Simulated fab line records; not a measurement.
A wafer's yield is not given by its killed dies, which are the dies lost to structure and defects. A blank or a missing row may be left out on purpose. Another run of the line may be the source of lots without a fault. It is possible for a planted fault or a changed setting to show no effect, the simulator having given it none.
Comparing a struck lot with a sound one	flow n5 finfet	16 out of 1938 route steps
Sound: these wafers, L109.1, L109.5, L109.6. Wafers L999.1, L999.4, L999.5 were the ones struck. The cause is named last.
For every step that has rows: the tool of each side, followed by ch and its chambers, followed by its first start. Under that, the readings that differ: sound wafers	struck wafers	difference of the means	sigmas: that difference in standard deviations of wafers without a fault.
alike: readings whose means differ by less than 2 such deviations, and words and numbers that are the same on both sides. not compared: withheld readings, readings that some wafer has no value for, bounds like >300 that may hide the same value, and numbers for which the record gives no deviation and whose values overlap.
Wherever a step has rows on one side only, a row that says differs or no value, or a row with sigmas, the two part there. When numbers do not overlap yet have no deviation, they are printed without sigmas and do not part them. A reading that every wafer of one side lacks parts them only if that side has two wafers or more.

first, 3 steps without rows for these wafers: N5_SDB_PRECLEAN_38 (cleans in dHF, time 10 s); N5_SDB_PRECLEAN_39 (cleans in O3/DIW, time 45 s); N5_SDB_SRD_28 (time 30 s).
N5_SDB_ALD_29: deposits SiNx, target thk 30 nm, pulse time 1 s, ald cycles 600.
  sound on ald sin-04 ch 0,3, day 8 17:50; struck on ald sin-04 ch 0,1,2, day 6 08:45
  alike: heater power w, precursor pulse height rel
N5_SDB_CMP_30: polishes, stops on poly-Si, t overpolish 1.54 s, target thk 30 nm.
  sound on cmp-03 ch 0,1,2, day 8 20:41; struck on cmp-04 ch 1,2, day 6 11:29
  alike: motor current A, overpolish run s, retaining ring pressure frac, time to endpoint s
N5_SDB_THK_MEAS_31:
  struck on film metro-02, day 6 11:47; sound on film metro-01, day 8 20:52
  alike: SDB_THK
N5_SDB_INSPECT_36: inspects for defects (darkfield).
  struck on defect inspect-02, day 6 11:49; sound on defect inspect-01, day 8 20:54
  alike: raw defect count
N5_DUMMY_REMOVAL_HM_STRIP_01: strips SiNx in CH3F/O2, stops on poly-Si, target depth 4 nm, time 6.8 s.
  sound on rie diel-04 ch 1,2, day 8 20:56; struck on rie diel-04 ch 0,1,3, day 6 11:55
  alike: CH3F_flow_sccm, drypump motor current A, oes product au, rf vpp V, showerhead plenum p Torr, throttle valve pct
  not compared: rf hours counter h
N5_DUMMY_REMOVAL_STRIP_10: strips in N2/H2, time 40 s.
  sound on rie diel-04 ch 1,2, day 8 20:58; struck on rie diel-04 ch 0,1,3, day 6 11:56
  alike: drypump motor current A, h2 flow sccm, n2 flow sccm, oes product au, rf vpp V, showerhead plenum p Torr, throttle valve pct
  not compared: rf hours counter h
then, 2 steps without rows for these wafers: N5_DUMMY_REMOVAL_PRECLEAN_07 (cleans in dHF, time 30 s); N5_DUMMY_REMOVAL_DUMMY_REMOVE_02 (chemistry TMAH, target poly-Si, stops on SiO2, target depth 142 nm, time 57 s, rinse time 30 s).
N5_DUMMY_REMOVAL_INSPECT_06: inspects for defects (brightfield).
  struck on defect inspect-02, day 6 12:06; sound on defect inspect-02, day 8 21:08
  alike: raw defect count
N5_DUMMY_REMOVAL_PRECLEAN_08: cleans in NF3:NH3, afs cycles 2, time 20 s, sublimation time 60 s.
  sound on remote plasma-02 ch 0, day 8 21:10; struck on remote plasma-01 ch 1, day 6 12:08
reading	sound	struck	difference	sigmas
temp c (C)	30.09 30.15 30.07	30.63 30.49 30.43	+0.41	+4
then, 1 step without rows for these wafers: N5_DUMMY_REMOVAL_PRECLEAN_04 (cleans in DHF, time 37 s).
-- record jumps: 4 days separate the struck wafers' starts on either side; left off in module DUMMY_REMOVAL, taken up again in module BEOL_M4, whose first shown step is the route's number 1111 --
N5_BEOL_M4_RC_MEAS_101:
  sound on prober-02 ch 0, day 13 16:31; struck on prober-02 ch 0, day 10 09:26
reading	sound	struck	difference	sigmas
DIBL_N (mV/V)	34.9 33.5 35.0	38.9 36.1 39.2	+3.6	+2
IOFF_P (nA/um)	0.18 0.17 0.20	0.27 0.23 0.34	+0.10	+2
VT_P (mV)	-254 -256 -255	-245 -250 -241	+10	+3
  alike: DIBL_P, IOFF_N, ION_N, ION_P, SS_N, SS_P, VT_N
then, 1 step without rows for these wafers: N5_PASSIVATION_PROBE_49.

== WHERE THEY PART ==
Earliest at N5_DUMMY_REMOVAL_PRECLEAN_08; latest, in this record, at N5_BEOL_M4_RC_MEAS_101.

WHY: whatever the simulator had introduced
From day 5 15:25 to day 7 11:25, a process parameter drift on remote plasma-01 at N5_DUMMY_REMOVAL_PRECLEAN_08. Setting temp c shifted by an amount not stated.
